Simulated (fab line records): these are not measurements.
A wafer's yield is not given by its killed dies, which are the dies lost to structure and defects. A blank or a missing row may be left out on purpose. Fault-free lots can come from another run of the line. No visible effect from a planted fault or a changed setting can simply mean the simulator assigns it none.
Which of the tools did it? ; flow n5 finfet ; 24 lots with 72 wafers sampled at 6 steps, on a route of 1938 steps

## WHAT THE GAUGES SHOWED, per wafer
N5_GATE_CUT_INSPECT_26: inspects for defects (darkfield). Usual: 39 for raw defect count, sd 15.
lot;measured;on;raw defect count;flag
L074;day 4 15:10;defect inspect-02;34 22 46;
L075;day 5 02:22;defect inspect-02;63 58 42;
L076;day 5 05:40;defect inspect-01;50 36 29;
L077;day 5 08:47;defect inspect-02;44 51 22;
L078;day 5 14:17;defect inspect-01;34 32 29;
L079;day 5 21:10;defect inspect-02;26 19 24;
L080;day 6 03:58;defect inspect-01;44 41 33;
L081;day 6 10:19;defect inspect-02;59 47 30;
L082;day 6 18:53;defect inspect-01;31 34 27;
L083;day 6 21:23;defect inspect-01;21 34 32;
L084;day 7 04:04;defect inspect-01;40 47 15;
L085;day 7 06:35;defect inspect-02;34 33 46;
L086;day 7 16:22;defect inspect-02;39 46 71;
L087;day 7 22:32;defect inspect-01;30 15 53;
L088;day 8 04:28;defect inspect-02;36 60 34;
L089;day 8 12:25;defect inspect-02;28 30 34;
L090;day 8 14:41;defect inspect-02;40 32 35;
L091;day 8 23:28;defect inspect-01;25 23 51;
L092;day 9 01:43;defect inspect-02;66 78 63;
L093;day 9 12:10;defect inspect-02;31 32 55;
L094;day 9 13:37;defect inspect-02;32 15 51;
L095;day 9 19:48;defect inspect-01;41 40 48;
L096;day 10 07:47;defect inspect-01;73 68 48;
L097;day 10 10:47;defect inspect-02;37 28 18;

N5_BEOL_M0_SAQP_INSPECT_42: inspects for defects (brightfield). Usual: 291 for raw defect count, sd 85.
lot;measured;on;raw defect count;flag
L074;day 5 16:17;defect inspect-02;248 250 192;
L075;day 6 05:49;defect inspect-01;482 515 261;
L076;day 6 06:55;defect inspect-02;334 237 214;
L077;day 6 10:17;defect inspect-01;242 279 272;
L078;day 6 16:59;defect inspect-01;253 281 235;
L079;day 6 19:20;defect inspect-01;378 399 265;
L080;day 7 01:30;defect inspect-01;381 370 348;
L081;day 7 09:34;defect inspect-01;375 237 255;
L082;day 7 16:40;defect inspect-01;294 235 285;
L083;day 7 21:23;defect inspect-01;398 296 508;
L084;day 8 09:05;defect inspect-02;233 279 219;
L085;day 8 10:45;defect inspect-01;167 204 279;
L086;day 8 17:28;defect inspect-02;178 222 257;
L087;day 9 03:45;defect inspect-01;383 319 321;
L088;day 9 03:59;defect inspect-02;206 250 345;
L089;day 9 11:45;defect inspect-01;240 183 247;
L090;day 9 16:32;defect inspect-02;193 203 225;
L091;day 10 03:28;defect inspect-01;413 440 426;
L092;day 10 04:05;defect inspect-02;369 286 299;
L093;day 10 17:32;defect inspect-02;393 281 261;
L094;day 11 00:26;defect inspect-01;581 305 403;
L095;day 11 00:41;defect inspect-01;373 370 305;
L096;day 11 10:30;defect inspect-02;203 258 201;
L097;day 11 12:49;defect inspect-01;243 279 332;

## TOOL THAT RAN EACH LOT (tool first, then ch and the chambers of the sampled wafers, then the start)
lot;N5_MOL_CONTACT_COAG_TI_SIL_19;N5_MOL_CONTACT_COAG_ALD_27;N5_MOL_CONTACT_COAG_ALD_123;N5_MOL_CONTACT_COAG_ETCH_124
L074;pvd sputter-03, day 4 18:54;ald sin-04 ch 0,3, day 5 00:31;ald sin-04 ch 2,3, day 5 02:40;rie diel-05 ch 1,2, day 5 06:11
L075;pvd sputter-02, day 5 03:45;ald sin-01 ch 0,2,3, day 5 12:01;ald sin-01 ch 0,1,3, day 5 13:55;rie diel-06 ch 0,1, day 5 17:17
L076;pvd sputter-03, day 5 07:25;ald sin-03 ch 0,1,3, day 5 12:13;ald sin-04 ch 0,1,2, day 5 14:07;rie diel-04 ch 1,2,3, day 5 17:30
L077;pvd sputter-01, day 5 10:55;ald sin-04 ch 0,1,3, day 5 15:40;ald sin-04 ch 0,2,3, day 5 17:34;rie diel-06 ch 0,1,2, day 5 20:35
L078;pvd sputter-03, day 5 17:48;ald sin-04 ch 2,3, day 6 01:05;ald sin-01 ch 0,3, day 6 02:59;rie diel-04 ch 0,1,2, day 6 06:15
L079;pvd sputter-03, day 5 23:34;ald sin-03 ch 1,2, day 6 04:07;ald sin-03 ch 1,2,3, day 6 06:01;rie diel-06 ch 0,3, day 6 09:05
L080;pvd sputter-01, day 6 05:29;ald sin-01 ch 0,2,3, day 6 10:35;ald sin-01 ch 1,2,3, day 6 12:29;rie diel-06 ch 0,1,3, day 6 15:20
L081;pvd sputter-03, day 6 12:05;ald sin-03 ch 0,2,3, day 6 16:53;ald sin-04 ch 1,3, day 6 18:53;rie diel-06 ch 0,1,3, day 6 22:05
L082;pvd sputter-01, day 6 20:10;ald sin-03 ch 1,2, day 7 00:27;ald sin-01 ch 0,1,2, day 7 02:52;rie diel-04 ch 0,3, day 7 06:01
L083;pvd sputter-01, day 6 23:07;ald sin-03 ch 0,2,3, day 7 05:28;ald sin-03 ch 0,1,3, day 7 07:22;rie diel-04 ch 1,2, day 7 10:58
L084;pvd sputter-03, day 7 05:49;ald sin-03 ch 0,1,3, day 7 14:11;ald sin-01 ch 1,3, day 7 17:38;rie diel-04 ch 1,2, day 7 20:58
L085;pvd sputter-02, day 7 09:23;ald sin-04 ch 1,2, day 7 15:55;ald sin-04 ch 1,2,3, day 7 17:49;rie diel-05 ch 0,1, day 7 21:31
L086;pvd sputter-02, day 7 19:53;ald sin-03 ch 0,1, day 8 01:14;ald sin-04 ch 0,1, day 8 03:11;rie diel-06 ch 0,2,3, day 8 06:55
L087;pvd sputter-03, day 8 00:13;ald sin-01 ch 1,2,3, day 8 07:32;ald sin-04 ch 0,1,2, day 8 09:54;rie diel-05 ch 0,1,2, day 8 14:30
L088;pvd sputter-02, day 8 06:01;ald sin-04 ch 0,2,3, day 8 10:50;ald sin-01 ch 1,2,3, day 8 12:44;rie diel-04 ch 0,2,3, day 8 17:03
L089;pvd sputter-03, day 8 14:00;ald sin-01 ch 0,1,2, day 8 20:25;ald sin-04 ch 0,3, day 8 22:19;rie diel-05 ch 0,2, day 9 01:17
L090;pvd sputter-02, day 8 17:07;ald sin-04 ch 1,3, day 9 00:09;ald sin-03 ch 1,3, day 9 02:03;rie diel-05 ch 0,1,3, day 9 05:28
L091;pvd sputter-01, day 9 01:07;ald sin-01 ch 0,1,3, day 9 07:26;ald sin-01 ch 0,1,3, day 9 09:40;rie diel-06 ch 1,2,3, day 9 12:53
L092;pvd sputter-03, day 9 03:10;ald sin-03 ch 0,1,2, day 9 09:09;ald sin-04 ch 0,1,2, day 9 11:03;rie diel-06 ch 1,2,3, day 9 14:44
L093;pvd sputter-01, day 9 16:41;ald sin-01 ch 0,2,3, day 10 01:46;ald sin-03 ch 1,2, day 10 04:16;rie diel-06 ch 0,3, day 10 07:10
L094;pvd sputter-03, day 9 16:45;ald sin-04 ch 0,2,3, day 10 02:48;ald sin-03 ch 1,3, day 10 04:45;rie diel-05 ch 0,1,3, day 10 07:30
L095;pvd sputter-03, day 9 22:42;ald sin-01 ch 0,1,3, day 10 03:41;ald sin-01 ch 0,1,3, day 10 06:02;rie diel-06 ch 0,2,3, day 10 09:07
L096;pvd sputter-01, day 10 09:35;ald sin-01 ch 1,2,3, day 10 17:18;ald sin-01 ch 2,3, day 10 19:18;rie diel-04 ch 0,2,3, day 10 22:40
L097;pvd sputter-01, day 10 12:33;ald sin-03 ch 0,3, day 10 20:52;ald sin-01 ch 0,1,3, day 10 22:46;rie diel-05 ch 0,2, day 11 01:47
- N5_MOL_CONTACT_COAG_TI_SIL_19: material Ti, target thk 4.2 nm, time 15 s.
- N5_MOL_CONTACT_COAG_ALD_27: deposits SiOC, target thk 17 nm, pulse time 1.5 s, time 2720 s.
- N5_MOL_CONTACT_COAG_ALD_123: deposits SiNx, target thk 5 nm, pulse time 1 s, purge time 2 s.
- N5_MOL_CONTACT_COAG_ETCH_124: etches SiNx in CH3F/O2, stops on SiOC, target depth 6.5 nm.

## WHAT THE TOOLS THEMSELVES READ (means of the sampled wafers that have a number; where no wafer has one, the mark that the record gives instead)
N5_MOL_CONTACT_COAG_TI_SIL_19. Usual: 30.3 % for throttle valve pct, sd 1.
lot;tool;throttle valve pct (%);flag
L074;pvd sputter-03;30.8;
L075;pvd sputter-02;30.4;
L076;pvd sputter-03;30.7;
L077;pvd sputter-01;29.0;
L078;pvd sputter-03;31.2;
L079;pvd sputter-03;30.2;
L080;pvd sputter-01;30.2;
L081;pvd sputter-03;31.2;
L082;pvd sputter-01;30.9;
L083;pvd sputter-01;30.3;
L084;pvd sputter-03;29.7;
L085;pvd sputter-02;30.1;
L086;pvd sputter-02;31.0;
L087;pvd sputter-03;31.2;
L088;pvd sputter-02;30.5;
L089;pvd sputter-03;30.4;
L090;pvd sputter-02;31.3;
L091;pvd sputter-01;30.8;
L092;pvd sputter-03;30.5;
L093;pvd sputter-01;30.9;
L094;pvd sputter-03;30.5;
L095;pvd sputter-03;30.6;
L096;pvd sputter-01;30.8;
L097;pvd sputter-01;29.2;

N5_MOL_CONTACT_COAG_ALD_27. Usual: heater power w 870 W, standard deviation 82; precursor pulse height rel 1.001, standard deviation 0.022.
lot;tool;heater power w (W);precursor pulse height rel;flag
L074;ald sin-04;875;0.988;
L075;ald sin-01;815;1.028;
L076;ald sin-03;889;0.992;
L077;ald sin-04;829;0.999;
L078;ald sin-04;848;0.994;
L079;ald sin-03;911;1.008;
L080;ald sin-01;820;1.019;
L081;ald sin-03;874;1.001;
L082;ald sin-03;895;1.008;
L083;ald sin-03;872;0.989;
L084;ald sin-03;886;1.003;
L085;ald sin-04;872;0.993;
L086;ald sin-03;937;0.990;
L087;ald sin-01;904;0.999;
L088;ald sin-04;880;1.002;
L089;ald sin-01;911;0.997;
L090;ald sin-04;762;1.027;
L091;ald sin-01;850;0.994;
L092;ald sin-03;871;1.007;
L093;ald sin-01;829;0.997;
L094;ald sin-04;870;1.002;
L095;ald sin-01;839;0.994;
L096;ald sin-01;899;1.024;
L097;ald sin-03;871;1.018;

N5_MOL_CONTACT_COAG_ALD_123. Usual: heater power w 864 W, standard deviation 88; precursor pulse height rel 1.000, standard deviation 0.021.
lot;tool;heater power w (W);precursor pulse height rel;flag
L074;ald sin-04;796;0.988;
L075;ald sin-01;847;0.998;
L076;ald sin-04;893;1.005;
L077;ald sin-04;865;1.004;
L078;ald sin-01;753;1.009;
L079;ald sin-03;875;0.989;
L080;ald sin-01;889;1.020;
L081;ald sin-04;763;0.989;
L082;ald sin-01;907;1.008;
L083;ald sin-03;887;1.006;
L084;ald sin-01;922;0.997;
L085;ald sin-04;819;1.024;
L086;ald sin-04;889;1.009;
L087;ald sin-04;915;1.005;
L088;ald sin-01;889;0.983;
L089;ald sin-04;886;0.998;
L090;ald sin-03;824;0.986;
L091;ald sin-01;846;1.005;
L092;ald sin-04;914;0.983;
L093;ald sin-03;865;1.011;
L094;ald sin-03;871;1.003;
L095;ald sin-01;848;0.983;
L096;ald sin-01;874;0.993;
L097;ald sin-01;851;1.001;

N5_MOL_CONTACT_COAG_ETCH_124. Usual: CH3F_flow_sccm 29.99 sccm, standard deviation 0.081; drypump motor current A 5.8 A, standard deviation 0.43; oes product au 0.67 a.u., standard deviation 0.084; rf vpp V 299 V, standard deviation 12; showerhead plenum p Torr 2.02 Torr, standard deviation 0.053; throttle valve pct 16.30 %, standard deviation 0.26.
lot;tool;CH3F_flow_sccm (sccm);drypump motor current A (A);oes product au (a.u.);rf vpp V (V);showerhead plenum p Torr (Torr);throttle valve pct (%);flag
L074;rie diel-05;30.04;6.0;0.75;300;2.06;16.00;
L075;rie diel-06;30.00;6.1;0.61;302;2.02;16.41;
L076;rie diel-04;29.97;5.5;0.65;293;2.04;16.41;
L077;rie diel-06;29.98;6.1;0.61;302;2.01;16.41;
L078;rie diel-04;29.95;5.5;0.64;305;2.07;16.47;
L079;rie diel-06;30.05;5.5;0.67;287;1.97;16.32;
L080;rie diel-06;29.95;5.8;0.67;295;2.01;16.27;
L081;rie diel-06;30.01;5.8;0.66;295;2.01;16.27;
L082;rie diel-04;29.97;5.3;0.60;286;2.01;16.63;
L083;rie diel-04;30.06;5.6;0.67;305;2.08;16.36;
L084;rie diel-04;29.93;5.5;0.64;298;2.06;16.37;
L085;rie diel-05;29.98;5.8;0.76;300;2.01;16.03;
L086;rie diel-06;29.91;5.8;0.72;298;2.00;16.16;
L087;rie diel-05;30.00;5.7;0.73;304;2.03;16.13;
L088;rie diel-04;29.96;5.5;0.63;298;2.04;16.59;
L089;rie diel-05;30.02;5.6;0.69;306;2.04;16.22;
L090;rie diel-05;29.98;5.9;0.70;299;1.99;16.22;
L091;rie diel-06;30.01;6.2;0.78;306;2.04;15.96;
L092;rie diel-06;29.99;6.2;0.78;306;2.04;15.95;
L093;rie diel-06;30.01;5.5;0.63;287;1.96;16.39;
L094;rie diel-05;30.03;5.9;0.69;299;1.99;16.24;
L095;rie diel-06;29.94;5.8;0.70;298;1.99;16.19;
L096;rie diel-04;29.97;5.5;0.68;298;2.04;16.44;
L097;rie diel-05;30.04;5.5;0.72;304;2.00;16.21;

## THE ANSWER, worked out from the rows above alone
Rule: a lot counts as off when the mean over its wafers that have a number is more than 3 standard deviations away from the usual mean. A lot without any number at a reading at which 4 lots or more have one is off too. Any other lot the step has rows for is counted as sound. The gauges are gone through in route order, then the tools' own readings, and for those a lot's mean is taken as printed above. The first step at which some lot is off is used, and at that step the reading that is off furthest; a lot without a number counts as furthest.
No lot is off on any of the readings shown, so nothing can be concluded from this.

## WHAT THE SIMULATOR HAD PUT IN
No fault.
